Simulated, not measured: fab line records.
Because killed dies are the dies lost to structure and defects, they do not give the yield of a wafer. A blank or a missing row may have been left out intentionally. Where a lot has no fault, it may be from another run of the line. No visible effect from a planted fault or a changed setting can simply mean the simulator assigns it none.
Struck lot and sound lot, side by side || flow n5 finfet || 37 out of 1938 route steps
Sound: wafers L957.1, L957.2, L957.6. The struck wafers were L955.1, L955.4, L955.6. Last of all comes the cause.
Order at every step that has rows: each side's tool, ch and its chambers, its first start. Under that, the readings that differ: sound wafers || struck wafers || difference of the means || sigmas: that difference in standard deviations of wafers without a fault.
alike: same words and numbers on both sides, and readings whose means sit less than 2 such deviations apart. not compared: any withheld reading, any reading some wafer has no value for, any bound like >300 that may hide the same value, and any number with overlapping values for which the record gives no deviation.
A row with sigmas, a row that says differs or no value, or rows on one side alone: a step with any of these is where the two part. Numbers that have no deviation but don't overlap get no sigmas and don't part them. A reading missing from all wafers of one side parts the sides only when that side holds two or more wafers.

first, 9 steps without rows for these wafers: N5_WELL_APT_COAT_02 (resist thk 950 nm); N5_WELL_APT_EBR_04; N5_WELL_APT_SOFTBAKE_03 (time 60 s); N5_WELL_APT_EXPOSE_05 (exposes mask NWELL, defocus 0 nm, target cd 200 nm); N5_WELL_APT_PEB_06 (peb time 90 s); N5_WELL_APT_DEVELOP_07 (develop time 45 s); N5_WELL_APT_HARDBAKE_12 (time 120 s); N5_WELL_APT_DESCUM_13 (chemistry O2, time 7.9 s); N5_WELL_APT_IMPLANT_14.
N5_WELL_APT_IMPLANT_15:
  sound on implanter-02 ch 0, day 6 08:26; struck on implanter-01 ch 0, day 5 20:12
{"reading": "beam energy keV", "sound": "25.018 25.006 25.008", "struck": "40.036 40.035 40.038", "difference": "+15.026", "sigmas": "+99 or more"}
{"reading": "model.implant.rp nm (nm)", "sound": "19.34 19.34 19.34", "struck": "27.35 27.35 27.35", "difference": "+8.01", "sigmas": ""}
{"reading": "model.implant.drp nm (nm)", "sound": "8.457 8.457 8.457", "struck": "11.97 11.97 11.97", "difference": "+3.51", "sigmas": ""}
then, 25 steps without rows for these wafers: N5_WELL_APT_STRIP_16 (strips in SPM, time 900 s); N5_WELL_APT_HMDS_18 (time 60 s); N5_WELL_APT_COAT_19 (resist thk 950 nm); N5_WELL_APT_EBR_21; N5_WELL_APT_SOFTBAKE_20 (time 60 s); N5_WELL_APT_EXPOSE_22 (exposes mask PWELL, defocus 0 nm, target cd 200 nm); N5_WELL_APT_PEB_23 (peb time 90 s); N5_WELL_APT_DEVELOP_24 (develop time 45 s); N5_WELL_APT_HARDBAKE_29 (time 120 s); N5_WELL_APT_DESCUM_30 (chemistry O2, time 7.9 s); N5_WELL_APT_IMPLANT_31; N5_WELL_APT_IMPLANT_32; N5_WELL_APT_STRIP_33 (strips in SPM, time 900 s); N5_WELL_APT_RTA_34 (time 10 s); N5_WELL_APT_OXIDE_STRIP_42 (strips SiO2 in dHF, time 45 s, target depth 12 nm); N5_WELL_APT_PRECLEAN_36 (cleans in O3/DIW, time 45 s); N5_WELL_APT_PRECLEAN_39 (cleans in dHF, time 60 s); N5_WELL_APT_SRD_37 (time 30 s); N5_WELL_APT_EPI_41 (deposits Si from SiH4/H2, target thk 50 nm, time 297.7 s); N5_PMOS_HMC_CHANNEL_EPI_HM_DEP_34 (deposits SiO2 from TEOS/O2, target thk 36 nm, time 6.9 s); N5_PMOS_HMC_CHANNEL_EPI_COAT_31 (time 60 s, resist thk 66 nm); N5_PMOS_HMC_CHANNEL_EPI_COAT_03 (resist thk 205 nm); N5_PMOS_HMC_CHANNEL_EPI_EBR_05; N5_PMOS_HMC_CHANNEL_EPI_SOFTBAKE_04 (time 60 s); N5_PMOS_HMC_CHANNEL_EPI_EXPOSE_06 (exposes mask PMOS HMC BLK, target cd 240 nm).
-- here the record skips 6 days between the struck wafers' starts before and after, leaving off in module PMOS_HMC_CHANNEL_EPI and picking up in module BEOL_M4 (first step shown: number 1111 of the route) --
N5_BEOL_M4_RC_MEAS_101:
  sound on prober-01 ch 0, day 12 11:44; struck on prober-02 ch 0, day 11 20:59
{"reading": "CJ_P", "sound": "6.04 5.82 6.20", "struck": "4.66 4.89 4.53", "difference": -1.33, "sigmas": -7}
{"reading": "DIBL_N (mV/V)", "sound": "36.2 30.3 30.9", "struck": "39.3 38.9 37.5", "difference": "+6.1", "sigmas": "+3"}
{"reading": "DIBL_P (mV/V)", "sound": "33.9 27.5 27.9", "struck": "39.3 37.6 37.1", "difference": "+8.2", "sigmas": "+3"}
{"reading": "IOFF_N (nA/um)", "sound": "0.15 0.08 0.09", "struck": "0.20 0.19 0.16", "difference": "+0.08", "sigmas": "+2"}
{"reading": "IOFF_P (nA/um)", "sound": "0.19 0.12 0.13", "struck": "0.28 0.24 0.23", "difference": "+0.10", "sigmas": "+3"}
{"reading": "SS_N (mV/dec)", "sound": "72.5 69.9 70.6", "struck": "72.4 73.0 72.7", "difference": "+1.7", "sigmas": "+2"}
{"reading": "SS_P (mV/dec)", "sound": "73.2 71.4 72.0", "struck": "74.2 74.2 74.4", "difference": "+2.1", "sigmas": "+3"}
  alike: ION_N, ION_P, VT_N, VT_P
-- the record jumps here: 4 days lie between the struck wafers' starts before and after (it left off in module BEOL_M4 and takes up again in module PASSIVATION, whose first step shown is number 1936 of the route) --
N5_PASSIVATION_PROBE_49:
  the record has rows for the struck wafers here (prober-01, day 16 07:34) and none for the sound ones

## WHERE THEY PART
At N5_WELL_APT_IMPLANT_15 first; at N5_PASSIVATION_PROBE_49 last (within this record only).

WHY: what the simulator had put in
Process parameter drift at N5_WELL_APT_IMPLANT_15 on implanter-01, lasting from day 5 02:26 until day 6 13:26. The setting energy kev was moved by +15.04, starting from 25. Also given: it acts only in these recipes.
